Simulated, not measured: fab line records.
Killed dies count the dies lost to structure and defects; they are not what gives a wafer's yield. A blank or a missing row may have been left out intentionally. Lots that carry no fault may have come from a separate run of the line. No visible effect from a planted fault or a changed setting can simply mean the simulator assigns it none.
Split-lot experiment || flow n5_finfet || 39 wafers read across 7 lots, on a route 1938 steps long

## THE SPLIT
At N5_BEOL_M3_CVD_47 (deposits Co from CCTBA/H2, target thk 3 nm, time 223.8 s), the setting target_thk_a was moved away from the recipe's 30 angstrom on 9 of the 39 wafers read, by -38.0% to +21.2%. The other wafers ran this setting at the recipe's value.

The reading is taken at the split's own step.

## THE READING
Co_of_BEOL_M3_CVD_47.thk_nm (the simulator's own value, which no gauge read), in nm, at N5_BEOL_M3_CVD_47 (deposits Co from CCTBA/H2, target thk 3 nm, time 223.8 s). The file does not state a usual value for it. Average 3.0 nm, standard deviation 0.14 nm, over the 30 wafers here run with the recipe.

{"wafer": "L076.1", "tool, chamber at the split": "cvd_co-01, 2,1,0", "target_thk_a as run, angstrom": 30, "against the recipe": "recipe", "Co_of_BEOL_M3_CVD_47.thk_nm, nm": 3, "against lot-mates on the recipe": "-"}
{"wafer": "L076.2", "tool, chamber at the split": "cvd_co-01, 2,1,0", "target_thk_a as run, angstrom": 30, "against the recipe": "recipe", "Co_of_BEOL_M3_CVD_47.thk_nm, nm": 3, "against lot-mates on the recipe": "-"}
{"wafer": "L076.5", "tool, chamber at the split": "cvd_co-01, 2,1,0", "target_thk_a as run, angstrom": 30, "against the recipe": "recipe", "Co_of_BEOL_M3_CVD_47.thk_nm, nm": 3, "against lot-mates on the recipe": "-"}
{"wafer": "L076.3", "tool, chamber at the split": "cvd_co-01, 0,2,1", "target_thk_a as run, angstrom": 30, "against the recipe": "recipe", "Co_of_BEOL_M3_CVD_47.thk_nm, nm": 2.8, "against lot-mates on the recipe": "-"}
{"wafer": "L076.4", "tool, chamber at the split": "cvd_co-01, 0,2,1", "target_thk_a as run, angstrom": 30, "against the recipe": "recipe", "Co_of_BEOL_M3_CVD_47.thk_nm, nm": 2.8, "against lot-mates on the recipe": "-"}
{"wafer": "L076.6", "tool, chamber at the split": "cvd_co-01, 0,2,1", "target_thk_a as run, angstrom": 30, "against the recipe": "recipe", "Co_of_BEOL_M3_CVD_47.thk_nm, nm": 2.8, "against lot-mates on the recipe": "-"}
{"wafer": "L084.1", "tool, chamber at the split": "cvd_co-01, 2,1", "target_thk_a as run, angstrom": 18.61, "against the recipe": "-38.0%", "Co_of_BEOL_M3_CVD_47.thk_nm, nm": 2, "against lot-mates on the recipe": -1.1}
{"wafer": "L084.6", "tool, chamber at the split": "cvd_co-01, 2,1", "target_thk_a as run, angstrom": 18.61, "against the recipe": "-38.0%", "Co_of_BEOL_M3_CVD_47.thk_nm, nm": 2, "against lot-mates on the recipe": -1.1}
{"wafer": "L084.2", "tool, chamber at the split": "cvd_co-01, 0,1", "target_thk_a as run, angstrom": 30, "against the recipe": "recipe", "Co_of_BEOL_M3_CVD_47.thk_nm, nm": 3, "against lot-mates on the recipe": "-"}
{"wafer": "L084.3", "tool, chamber at the split": "cvd_co-01, 0,1", "target_thk_a as run, angstrom": 30, "against the recipe": "recipe", "Co_of_BEOL_M3_CVD_47.thk_nm, nm": 3, "against lot-mates on the recipe": "-"}
{"wafer": "L084.4", "tool, chamber at the split": "cvd_co-01, 2", "target_thk_a as run, angstrom": 30, "against the recipe": "recipe", "Co_of_BEOL_M3_CVD_47.thk_nm, nm": 3.2, "against lot-mates on the recipe": "-"}
{"wafer": "L084.5", "tool, chamber at the split": "cvd_co-01, 0", "target_thk_a as run, angstrom": 18.61, "against the recipe": "-38.0%", "Co_of_BEOL_M3_CVD_47.thk_nm, nm": 1.8, "against lot-mates on the recipe": -1.3}
{"wafer": "L085.1", "tool, chamber at the split": "cvd_co-01, 0,2,0,1", "target_thk_a as run, angstrom": 30, "against the recipe": "recipe", "Co_of_BEOL_M3_CVD_47.thk_nm, nm": 3.2, "against lot-mates on the recipe": "-"}
{"wafer": "L085.2", "tool, chamber at the split": "cvd_co-01, 0,2,0,1", "target_thk_a as run, angstrom": 30, "against the recipe": "recipe", "Co_of_BEOL_M3_CVD_47.thk_nm, nm": 3.2, "against lot-mates on the recipe": "-"}
{"wafer": "L085.4", "tool, chamber at the split": "cvd_co-01, 0,2,0,1", "target_thk_a as run, angstrom": 30, "against the recipe": "recipe", "Co_of_BEOL_M3_CVD_47.thk_nm, nm": 3.2, "against lot-mates on the recipe": "-"}
{"wafer": "L085.6", "tool, chamber at the split": "cvd_co-01, 0,2,0,1", "target_thk_a as run, angstrom": 30, "against the recipe": "recipe", "Co_of_BEOL_M3_CVD_47.thk_nm, nm": 3.2, "against lot-mates on the recipe": "-"}
{"wafer": "L085.3", "tool, chamber at the split": "cvd_co-01, 1,2", "target_thk_a as run, angstrom": 30, "against the recipe": "recipe", "Co_of_BEOL_M3_CVD_47.thk_nm, nm": 3, "against lot-mates on the recipe": "-"}
{"wafer": "L085.5", "tool, chamber at the split": "cvd_co-01, 1,2", "target_thk_a as run, angstrom": 30, "against the recipe": "recipe", "Co_of_BEOL_M3_CVD_47.thk_nm, nm": 3, "against lot-mates on the recipe": "-"}
{"wafer": "L088.1", "tool, chamber at the split": "cvd_co-01, 1,0", "target_thk_a as run, angstrom": 30, "against the recipe": "recipe", "Co_of_BEOL_M3_CVD_47.thk_nm, nm": 3.2, "against lot-mates on the recipe": "-"}
{"wafer": "L088.6", "tool, chamber at the split": "cvd_co-01, 1,0", "target_thk_a as run, angstrom": 30, "against the recipe": "recipe", "Co_of_BEOL_M3_CVD_47.thk_nm, nm": 3.2, "against lot-mates on the recipe": "-"}
{"wafer": "L088.2", "tool, chamber at the split": "cvd_co-01, 0,2,2", "target_thk_a as run, angstrom": 36.36, "against the recipe": "+21.2%", "Co_of_BEOL_M3_CVD_47.thk_nm, nm": 3.8, "against lot-mates on the recipe": "+0.7"}
{"wafer": "L088.3", "tool, chamber at the split": "cvd_co-01, 0,2,2", "target_thk_a as run, angstrom": 36.36, "against the recipe": "+21.2%", "Co_of_BEOL_M3_CVD_47.thk_nm, nm": 3.8, "against lot-mates on the recipe": "+0.7"}
{"wafer": "L088.4", "tool, chamber at the split": "cvd_co-01, 0,2,2", "target_thk_a as run, angstrom": 36.36, "against the recipe": "+21.2%", "Co_of_BEOL_M3_CVD_47.thk_nm, nm": 3.8, "against lot-mates on the recipe": "+0.7"}
{"wafer": "L088.5", "tool, chamber at the split": "cvd_co-01, 1", "target_thk_a as run, angstrom": 30, "against the recipe": "recipe", "Co_of_BEOL_M3_CVD_47.thk_nm, nm": 3, "against lot-mates on the recipe": "-"}
{"wafer": "L095.1", "tool, chamber at the split": "cvd_co-01, 0,2", "target_thk_a as run, angstrom": 30, "against the recipe": "recipe", "Co_of_BEOL_M3_CVD_47.thk_nm, nm": 3, "against lot-mates on the recipe": "-"}
{"wafer": "L095.6", "tool, chamber at the split": "cvd_co-01, 0,2", "target_thk_a as run, angstrom": 30, "against the recipe": "recipe", "Co_of_BEOL_M3_CVD_47.thk_nm, nm": 3, "against lot-mates on the recipe": "-"}
{"wafer": "L095.3", "tool, chamber at the split": "cvd_co-01, 2", "target_thk_a as run, angstrom": 30, "against the recipe": "recipe", "Co_of_BEOL_M3_CVD_47.thk_nm, nm": 2.8, "against lot-mates on the recipe": "-"}
{"wafer": "L097.1", "tool, chamber at the split": "cvd_co-01, 1,1,0", "target_thk_a as run, angstrom": 30, "against the recipe": "recipe", "Co_of_BEOL_M3_CVD_47.thk_nm, nm": 2.8, "against lot-mates on the recipe": "-"}
{"wafer": "L097.4", "tool, chamber at the split": "cvd_co-01, 1,1,0", "target_thk_a as run, angstrom": 30, "against the recipe": "recipe", "Co_of_BEOL_M3_CVD_47.thk_nm, nm": 2.8, "against lot-mates on the recipe": "-"}
{"wafer": "L097.5", "tool, chamber at the split": "cvd_co-01, 1,1,0", "target_thk_a as run, angstrom": 30, "against the recipe": "recipe", "Co_of_BEOL_M3_CVD_47.thk_nm, nm": 2.8, "against lot-mates on the recipe": "-"}
{"wafer": "L097.2", "tool, chamber at the split": "cvd_co-01, 0,2,2", "target_thk_a as run, angstrom": 30, "against the recipe": "recipe", "Co_of_BEOL_M3_CVD_47.thk_nm, nm": 3, "against lot-mates on the recipe": "-"}
{"wafer": "L097.3", "tool, chamber at the split": "cvd_co-01, 0,2,2", "target_thk_a as run, angstrom": 30, "against the recipe": "recipe", "Co_of_BEOL_M3_CVD_47.thk_nm, nm": 3, "against lot-mates on the recipe": "-"}
{"wafer": "L097.6", "tool, chamber at the split": "cvd_co-01, 0,2,2", "target_thk_a as run, angstrom": 30, "against the recipe": "recipe", "Co_of_BEOL_M3_CVD_47.thk_nm, nm": 3, "against lot-mates on the recipe": "-"}
{"wafer": "L096.1", "tool, chamber at the split": "cvd_co-01, 2,1", "target_thk_a as run, angstrom": 21.76, "against the recipe": "-27.5%", "Co_of_BEOL_M3_CVD_47.thk_nm, nm": 2.2, "against lot-mates on the recipe": -0.8}
{"wafer": "L096.5", "tool, chamber at the split": "cvd_co-01, 2,1", "target_thk_a as run, angstrom": 21.76, "against the recipe": "-27.5%", "Co_of_BEOL_M3_CVD_47.thk_nm, nm": 2.2, "against lot-mates on the recipe": -0.8}
{"wafer": "L096.2", "tool, chamber at the split": "cvd_co-01, 1,0,2", "target_thk_a as run, angstrom": 30, "against the recipe": "recipe", "Co_of_BEOL_M3_CVD_47.thk_nm, nm": 3, "against lot-mates on the recipe": "-"}
{"wafer": "L096.3", "tool, chamber at the split": "cvd_co-01, 1,0,2", "target_thk_a as run, angstrom": 30, "against the recipe": "recipe", "Co_of_BEOL_M3_CVD_47.thk_nm, nm": 3, "against lot-mates on the recipe": "-"}
{"wafer": "L096.4", "tool, chamber at the split": "cvd_co-01, 1,0,2", "target_thk_a as run, angstrom": 30, "against the recipe": "recipe", "Co_of_BEOL_M3_CVD_47.thk_nm, nm": 3, "against lot-mates on the recipe": "-"}
{"wafer": "L096.6", "tool, chamber at the split": "cvd_co-01, 0", "target_thk_a as run, angstrom": 21.76, "against the recipe": "-27.5%", "Co_of_BEOL_M3_CVD_47.thk_nm, nm": 2, "against lot-mates on the recipe": -1.0}
When a row names more than one chamber, that row covers several wafers, and the file does not tell which wafer ran in which chamber.

THE FIT
A straight line over all 39 wafers: Co_of_BEOL_M3_CVD_47.thk_nm changes by +0.031 nm for each +1% of target_thk_a; r = +0.95; the points scatter about the line by 0.14 nm.
The same after taking each lot's own level away (the mean of its wafers on the recipe; 39 wafers): +0.0306 nm for each +1%; r = +0.98; scatter 0.092 nm.
Per that fit: largest target_thk_a move, reading shift of 1.2 nm.
The span of the lots' own levels, 2.90 to 3.13 nm, comes to 1.7 times the standard deviation stated above.
The two slopes agree, so the slope changes little with the lot-to-lot level.
Check: with one of the wafers moved furthest among these (-38.0%) left out of the fit, the line predicts -1.18 nm for it against its lot-mates. Against them it came out at -1.07 nm.

## THESE WAFERS: OTHER SPLITS
These wafers also went through other splits before the reading. Each is held against what the fit with the lots' levels taken away leaves over:
{"other split on the same wafers": "N5_ZERO_LAYER_DEVELOP_10 develop_time_s", "wafers away from the commonest value": 18, "r with Co_of_BEOL_M3_CVD_47.thk_nm (lot level and that fit taken away)": -0.17}
{"other split on the same wafers": "N5_FIN_SAQP_HM_DEP_72 time_s", "wafers away from the commonest value": 15, "r with Co_of_BEOL_M3_CVD_47.thk_nm (lot level and that fit taken away)": "+0.19"}
{"other split on the same wafers": "N5_SD_EPI_N_ETCH_45 target_depth_a", "wafers away from the commonest value": 18, "r with Co_of_BEOL_M3_CVD_47.thk_nm (lot level and that fit taken away)": "+0.07"}
{"other split on the same wafers": "N5_SDB_ALD_29 ald_cycles", "wafers away from the commonest value": 12, "r with Co_of_BEOL_M3_CVD_47.thk_nm (lot level and that fit taken away)": -0.10}
{"other split on the same wafers": "N5_MOL_CONTACT_COAG_PRECLEAN_111 time_s", "wafers away from the commonest value": 9, "r with Co_of_BEOL_M3_CVD_47.thk_nm (lot level and that fit taken away)": "+0.18"}
{"other split on the same wafers": "N5_BEOL_M1_ILD_DEP_00 target_thk_a", "wafers away from the commonest value": 18, "r with Co_of_BEOL_M3_CVD_47.thk_nm (lot level and that fit taken away)": "+0.14"}
{"other split on the same wafers": "N5_BEOL_M2_ALD_98 ald_cycles", "wafers away from the commonest value": 15, "r with Co_of_BEOL_M3_CVD_47.thk_nm (lot level and that fit taken away)": -0.02}

## THE FILE'S OWN FIT
Co_of_BEOL_M3_CVD_47.thk_nm changes by +0.0306 nm for each +1% of target_thk_a, r = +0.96.
